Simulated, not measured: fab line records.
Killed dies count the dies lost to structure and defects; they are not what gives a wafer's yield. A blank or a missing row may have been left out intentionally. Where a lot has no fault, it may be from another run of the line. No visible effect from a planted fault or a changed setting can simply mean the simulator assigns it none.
Chamber matching :: flow n5-finfet :: N5_SD_EPI_N_LINER_46 on ald-sin-02: 4 sister chambers
The step material SiNx, target thk 3 nm. 8 wafers are shown with their chamber, then 8 later ones without.

EACH WAFER AND ITS CHAMBER
wafer: L077.4
chamber: 3
heater-power-w (W): 1026
susceptor-temp-C (C): 399.84

wafer: L082.2
chamber: 2
heater-power-w (W): 692
susceptor-temp-C (C): 400.09

wafer: L082.6
chamber: 2
heater-power-w (W): 703
susceptor-temp-C (C): 399.99

wafer: L084.2
chamber: 0
heater-power-w (W): 750
susceptor-temp-C (C): 399.87

wafer: L086.1
chamber: 1
heater-power-w (W): 816
susceptor-temp-C (C): 400.12

wafer: L086.4
chamber: 3
heater-power-w (W): 960
susceptor-temp-C (C): 400.40

wafer: L086.6
chamber: 0
heater-power-w (W): 752
susceptor-temp-C (C): 399.99

wafer: L087.1
chamber: 1
heater-power-w (W): 802
susceptor-temp-C (C): 399.87

WAFERS WHOSE CHAMBER IS MISSING
wafer: L087.2
heater-power-w (W): 753
susceptor-temp-C (C): 399.65

wafer: L087.3
heater-power-w (W): 928
susceptor-temp-C (C): 400.10

wafer: L092.1
heater-power-w (W): 840
susceptor-temp-C (C): 400.00

wafer: L092.4
heater-power-w (W): 750
susceptor-temp-C (C): 399.60

wafer: L092.5
heater-power-w (W): 950
susceptor-temp-C (C): 400.22

wafer: L096.3
heater-power-w (W): 766
susceptor-temp-C (C): 399.79

wafer: L096.4
heater-power-w (W): 696
susceptor-temp-C (C): 399.96

wafer: L096.6
heater-power-w (W): 699
susceptor-temp-C (C): 399.78

WHICH CHAMBER EACH ONE RAN IN
wafer: L087.2
from the rows above: can't be placed: 0 or 1 or 2
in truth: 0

wafer: L087.3
from the rows above: 3
in truth: 3

wafer: L092.1
from the rows above: 1
in truth: 1

wafer: L092.4
from the rows above: can't be placed: 0 or 2 or 1
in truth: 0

wafer: L092.5
from the rows above: 3
in truth: 3

wafer: L096.3
from the rows above: can't be placed: 0 or 1
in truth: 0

wafer: L096.4
from the rows above: can't be placed: 2 or 0
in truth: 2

wafer: L096.6
from the rows above: can't be placed: 2 or 0
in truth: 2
Correctly placed: 3 of 8. Can't be placed from these rows: 5 (the true chamber is among the candidates in 5). Placed wrongly: 0.
How it was worked out, from the rows above alone: a wafer's distance from a chamber is the root of the sum, over the readings, of the square of ((its reading less the chamber's mean) divided by the reading's scatter). The wafer belongs to the nearest chamber; if the next one is less than 2 further off, it can't be placed. Each chamber's mean is taken over the wafers shown for it. The scatter: take each reading less its chamber's mean, square it, sum over the shown wafers, divide by the number of wafers less the number of chambers, and take the root.
